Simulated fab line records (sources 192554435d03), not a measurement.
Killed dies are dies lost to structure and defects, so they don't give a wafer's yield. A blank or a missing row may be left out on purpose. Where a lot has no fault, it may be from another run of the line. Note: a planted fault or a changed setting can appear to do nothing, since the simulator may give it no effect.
Which tool is to blame? || flow n5_finfet || 36 wafers from 12 lots sampled at 5 of the route's 1938 steps

WHAT THE GAUGES READ, wafer by wafer
N5_BEOL_M2_CD_MEAS_18: pitch 36 nm, target cd 18 nm.
{"lot": "L075", "measured": "day 6 13:37", "on": "cd_sem-03", "cd_nm (nm)": "18.3 18.1 17.2"}
{"lot": "L077", "measured": "day 7 05:53", "on": "cd_sem-03", "cd_nm (nm)": "18.5 18.5 18.8"}
{"lot": "L079", "measured": "day 7 16:46", "on": "cd_sem-01", "cd_nm (nm)": "17.9 18.0 18.3"}
{"lot": "L081", "measured": "day 8 11:40", "on": "cd_sem-03", "cd_nm (nm)": "18.6 17.8 17.6"}
{"lot": "L083", "measured": "day 8 17:02", "on": "cd_sem-03", "cd_nm (nm)": "17.7 17.9 17.9"}
{"lot": "L086", "measured": "day 9 13:31", "on": "cd_sem-03", "cd_nm (nm)": "18.2 17.8 18.4"}
{"lot": "L087", "measured": "day 9 21:01", "on": "cd_sem-02", "cd_nm (nm)": "17.7 18.1 17.4"}
{"lot": "L089", "measured": "day 10 06:13", "on": "cd_sem-01", "cd_nm (nm)": "17.5 17.4 17.0"}
{"lot": "L091", "measured": "day 10 21:13", "on": "cd_sem-01", "cd_nm (nm)": "17.4 18.7 17.6"}
{"lot": "L093", "measured": "day 11 02:43", "on": "cd_sem-01", "cd_nm (nm)": "18.7 17.9 18.4"}
{"lot": "L095", "measured": "day 12 00:56", "on": "cd_sem-02", "cd_nm (nm)": "17.9 17.7 18.2"}
{"lot": "L097", "measured": "day 12 15:47", "on": "cd_sem-02", "cd_nm (nm)": "18.2 18.6 18.6"}

TOOL THAT RAN EACH LOT (tool first, then ch and the chambers of the sampled wafers, then the start)
{"lot": "L075", "N5_BEOL_M1_ETCH_69": "rie_diel-01 ch 0,1,2, day 6 07:04", "N5_BEOL_M1_ETCHBACK_99": "rie_diel-01 ch 0,1, day 6 07:39", "N5_BEOL_M1_SPUTTER_86": "pvd_sputter-01, day 6 09:53", "N5_BEOL_M2_HM_DEP_02": "pvd_sputter-03, day 6 12:32"}
{"lot": "L077", "N5_BEOL_M1_ETCH_69": "rie_diel-01 ch 0,1, day 6 19:05", "N5_BEOL_M1_ETCHBACK_99": "rie_diel-01 ch 0,1, day 7 00:16", "N5_BEOL_M1_SPUTTER_86": "pvd_sputter-03, day 7 02:32", "N5_BEOL_M2_HM_DEP_02": "pvd_sputter-02, day 7 04:54"}
{"lot": "L079", "N5_BEOL_M1_ETCH_69": "rie_diel-03 ch 0,1,2, day 7 08:17", "N5_BEOL_M1_ETCHBACK_99": "rie_diel-02 ch 0,1,3, day 7 09:15", "N5_BEOL_M1_SPUTTER_86": "pvd_sputter-03, day 7 11:36", "N5_BEOL_M2_HM_DEP_02": "pvd_sputter-02, day 7 15:49"}
{"lot": "L081", "N5_BEOL_M1_ETCH_69": "rie_diel-02 ch 1,2,3, day 8 02:26", "N5_BEOL_M1_ETCHBACK_99": "rie_diel-01 ch 0,1, day 8 04:56", "N5_BEOL_M1_SPUTTER_86": "pvd_sputter-02, day 8 07:26", "N5_BEOL_M2_HM_DEP_02": "pvd_sputter-02, day 8 10:29"}
{"lot": "L083", "N5_BEOL_M1_ETCH_69": "rie_diel-02 ch 1,2, day 8 11:04", "N5_BEOL_M1_ETCHBACK_99": "rie_diel-02 ch 0,2, day 8 11:16", "N5_BEOL_M1_SPUTTER_86": "pvd_sputter-01, day 8 13:05", "N5_BEOL_M2_HM_DEP_02": "pvd_sputter-03, day 8 15:50"}
{"lot": "L086", "N5_BEOL_M1_ETCH_69": "rie_diel-02 ch 0,2,3, day 9 04:01", "N5_BEOL_M1_ETCHBACK_99": "rie_diel-03 ch 0,2, day 9 06:39", "N5_BEOL_M1_SPUTTER_86": "pvd_sputter-01, day 9 08:53", "N5_BEOL_M2_HM_DEP_02": "pvd_sputter-03, day 9 12:28"}
{"lot": "L087", "N5_BEOL_M1_ETCH_69": "rie_diel-03 ch 0,2, day 9 08:46", "N5_BEOL_M1_ETCHBACK_99": "rie_diel-03 ch 0,1,2, day 9 13:20", "N5_BEOL_M1_SPUTTER_86": "pvd_sputter-01, day 9 15:32", "N5_BEOL_M2_HM_DEP_02": "pvd_sputter-01, day 9 19:44"}
{"lot": "L089", "N5_BEOL_M1_ETCH_69": "rie_diel-03 ch 0,1, day 9 22:57", "N5_BEOL_M1_ETCHBACK_99": "rie_diel-03 ch 2,3, day 10 00:16", "N5_BEOL_M1_SPUTTER_86": "pvd_sputter-02, day 10 02:16", "N5_BEOL_M2_HM_DEP_02": "pvd_sputter-01, day 10 05:14"}
{"lot": "L091", "N5_BEOL_M1_ETCH_69": "rie_diel-02 ch 0,1, day 10 07:08", "N5_BEOL_M1_ETCHBACK_99": "rie_diel-01 ch 0,1, day 10 14:40", "N5_BEOL_M1_SPUTTER_86": "pvd_sputter-01, day 10 17:03", "N5_BEOL_M2_HM_DEP_02": "pvd_sputter-02, day 10 19:56"}
{"lot": "L093", "N5_BEOL_M1_ETCH_69": "rie_diel-01 ch 0,2, day 10 20:31", "N5_BEOL_M1_ETCHBACK_99": "rie_diel-01 ch 0,1,3, day 10 20:44", "N5_BEOL_M1_SPUTTER_86": "pvd_sputter-03, day 10 22:46", "N5_BEOL_M2_HM_DEP_02": "pvd_sputter-01, day 11 01:32"}
{"lot": "L095", "N5_BEOL_M1_ETCH_69": "rie_diel-01 ch 0,1, day 11 13:38", "N5_BEOL_M1_ETCHBACK_99": "rie_diel-01 ch 0,3, day 11 17:22", "N5_BEOL_M1_SPUTTER_86": "pvd_sputter-01, day 11 19:53", "N5_BEOL_M2_HM_DEP_02": "pvd_sputter-03, day 11 23:40"}
{"lot": "L097", "N5_BEOL_M1_ETCH_69": "rie_diel-01 ch 0,1,3, day 12 04:18", "N5_BEOL_M1_ETCHBACK_99": "rie_diel-02 ch 0,1,2, day 12 07:12", "N5_BEOL_M1_SPUTTER_86": "pvd_sputter-01, day 12 12:00", "N5_BEOL_M2_HM_DEP_02": "pvd_sputter-01, day 12 14:34"}
- N5_BEOL_M1_ETCH_69: etches SiARC in CF4, target depth 15.6 nm, time 26 s.
- N5_BEOL_M1_ETCHBACK_99: etches SiO2 in CHF3, target depth 5 nm, time 10.4 s.
- N5_BEOL_M1_SPUTTER_86: material Cu, target thk 4.5 nm, time 8.29 s.
- N5_BEOL_M2_HM_DEP_02: deposits TiN, target thk 20 nm.

THE ANSWER, worked out from the rows above alone
Rule: what is usual is taken from the lots themselves. Put in order of their means at a reading, lots are off if they are a third of the lots or fewer, leave a main group of 4 or more, and stand apart from it by a gap of 3 or more times the standard deviation of the main group's means; of several such gaps the widest counts. Not used: any main group whose means are identical at the precision the tables above print for the reading. Also off: a lot with no number at a reading for which 4 or more lots have one. Where the step has rows for the other lots, those lots are counted as sound.
Nothing can be told from this: no lot is off at any reading shown.

WHAT THE SIMULATOR PUT IN
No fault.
